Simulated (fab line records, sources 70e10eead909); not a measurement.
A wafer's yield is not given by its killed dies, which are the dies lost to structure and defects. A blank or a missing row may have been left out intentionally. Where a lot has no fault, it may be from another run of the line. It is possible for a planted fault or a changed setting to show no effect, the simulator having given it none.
Chamber matching || flow nand_harc || pecvd-02 running NHARC_A_SLIT_DEP_25: 3 sister chambers
The step deposits SiO2, target thk 200 nm. 6 wafers are shown with their chamber, then 9 later ones without.

WAFERS, EACH WITH ITS CHAMBER
{"wafer": "L084.2", "chamber": 1, "throttle_valve_pct (%)": 16.7, "heater_power_w (W)": 541}
{"wafer": "L085.3", "chamber": 0, "throttle_valve_pct (%)": 16.2, "heater_power_w (W)": 558}
{"wafer": "L085.5", "chamber": 2, "throttle_valve_pct (%)": 15.1, "heater_power_w (W)": 691}
{"wafer": "L088.3", "chamber": 2, "throttle_valve_pct (%)": 15.1, "heater_power_w (W)": 584}
{"wafer": "L088.4", "chamber": 1, "throttle_valve_pct (%)": 16.5, "heater_power_w (W)": 527}
{"wafer": "L088.6", "chamber": 0, "throttle_valve_pct (%)": 16.2, "heater_power_w (W)": 606}

WAFERS WITHOUT THEIR CHAMBER
{"wafer": "L093.2", "throttle_valve_pct (%)": 16.8, "heater_power_w (W)": 563}
{"wafer": "L093.4", "throttle_valve_pct (%)": 16.8, "heater_power_w (W)": 570}
{"wafer": "L093.6", "throttle_valve_pct (%)": 15.3, "heater_power_w (W)": 635}
{"wafer": "L095.2", "throttle_valve_pct (%)": 16.7, "heater_power_w (W)": 555}
{"wafer": "L095.4", "throttle_valve_pct (%)": 14.7, "heater_power_w (W)": 655}
{"wafer": "L095.6", "throttle_valve_pct (%)": 17.0, "heater_power_w (W)": 570}
{"wafer": "L097.1", "throttle_valve_pct (%)": 16.9, "heater_power_w (W)": 580}
{"wafer": "L097.2", "throttle_valve_pct (%)": 15.1, "heater_power_w (W)": 615}
{"wafer": "L097.3", "throttle_valve_pct (%)": 16.7, "heater_power_w (W)": 572}

CHAMBER TAKEN BY EACH
{"wafer": "L093.2", "from the rows above": 1, "in truth": 1}
{"wafer": "L093.4", "from the rows above": 1, "in truth": 1}
{"wafer": "L093.6", "from the rows above": 2, "in truth": 2}
{"wafer": "L095.2", "from the rows above": 1, "in truth": 1}
{"wafer": "L095.4", "from the rows above": 2, "in truth": 2}
{"wafer": "L095.6", "from the rows above": 1, "in truth": 1}
{"wafer": "L097.1", "from the rows above": 1, "in truth": 1}
{"wafer": "L097.2", "from the rows above": 2, "in truth": 2}
{"wafer": "L097.3", "from the rows above": 1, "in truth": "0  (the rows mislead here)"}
Correctly placed: 8 of 9. From these rows, 0 cannot be placed. Wrongly placed: 1.
How it was worked out, from the rows above alone: a wafer's distance from a chamber is the root of the sum, over the readings, of the square of ((its reading less the chamber's mean) divided by the reading's scatter). The wafer belongs to the nearest chamber; if the next one is less than 2 further off, it can't be placed. A chamber's mean is the mean of its shown wafers. How the scatter is found: for the shown wafers, subtract from each reading the mean of its chamber, square and add these, divide the total by (wafers less chambers), then take the root.
